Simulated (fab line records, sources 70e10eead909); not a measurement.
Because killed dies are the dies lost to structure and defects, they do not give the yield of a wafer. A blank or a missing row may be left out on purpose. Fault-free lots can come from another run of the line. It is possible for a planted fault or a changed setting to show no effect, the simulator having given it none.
Matching of chambers + flow nand-harc + 4 sister chambers for NHARC_A_WL_FILL_ALD_02 on ald-metal-01
The step deposits TiN, target thk 2 nm, pulse time 3 s, ald cycles 100. 8 wafers are shown with their chamber, then 7 later ones without.

== WAFERS, EACH WITH ITS CHAMBER ==
| wafer  | chamber | heater-power-outer-w (W) | heater-power-w (W) |
|--------|---------|--------------------------|--------------------|
| L835.1 | 0       | 707                      | 1137               |
| L832.2 | 1       | 645                      | 1008               |
| L832.5 | 3       | 692                      | 1052               |
| L842.1 | 2       | 775                      | 1239               |
| L842.5 | 2       | 800                      | 1235               |
| L842.6 | 3       | 729                      | 1051               |
| L844.3 | 0       | 718                      | 1143               |
| L844.5 | 1       | 630                      | 1036               |

== WAFERS WITH NO CHAMBER GIVEN ==
| wafer  | heater-power-outer-w (W) | heater-power-w (W) |
|--------|--------------------------|--------------------|
| L844.6 | 712                      | 1140               |
| L850.1 | 625                      | 968                |
| L850.2 | 782                      | 1197               |
| L850.5 | 719                      | 1101               |
| L851.2 | 719                      | 1116               |
| L851.3 | 798                      | 1240               |
| L851.5 | 716                      | 1132               |

== WHICH CHAMBER EACH ONE RAN IN ==
| wafer  | from the rows above     | in truth                   |
|--------|-------------------------|----------------------------|
| L844.6 | 0                       | 0                          |
| L850.1 | 1                       | 1                          |
| L850.2 | 2                       | 2                          |
| L850.5 | can't be placed: 0 or 3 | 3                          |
| L851.2 | 0                       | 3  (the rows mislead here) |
| L851.3 | 2                       | 2                          |
| L851.5 | 0                       | 0                          |
Placed correctly: 5 of 7. Can't be placed from these rows: 1 (the true chamber is among the candidates in 1). Placed wrongly: 1.
How it was worked out, from the rows above alone: a wafer's distance from a chamber is the root of the sum, over the readings, of the square of ((its reading less the chamber's mean) divided by the reading's scatter). If the next closest chamber is less than 2 further off than the closest, the wafer can't be placed; otherwise it belongs to the closest. The mean given for a chamber averages the wafers shown for that chamber. How the scatter is found: for the shown wafers, subtract from each reading the mean of its chamber, square and add these, divide the total by (wafers less chambers), then take the root.
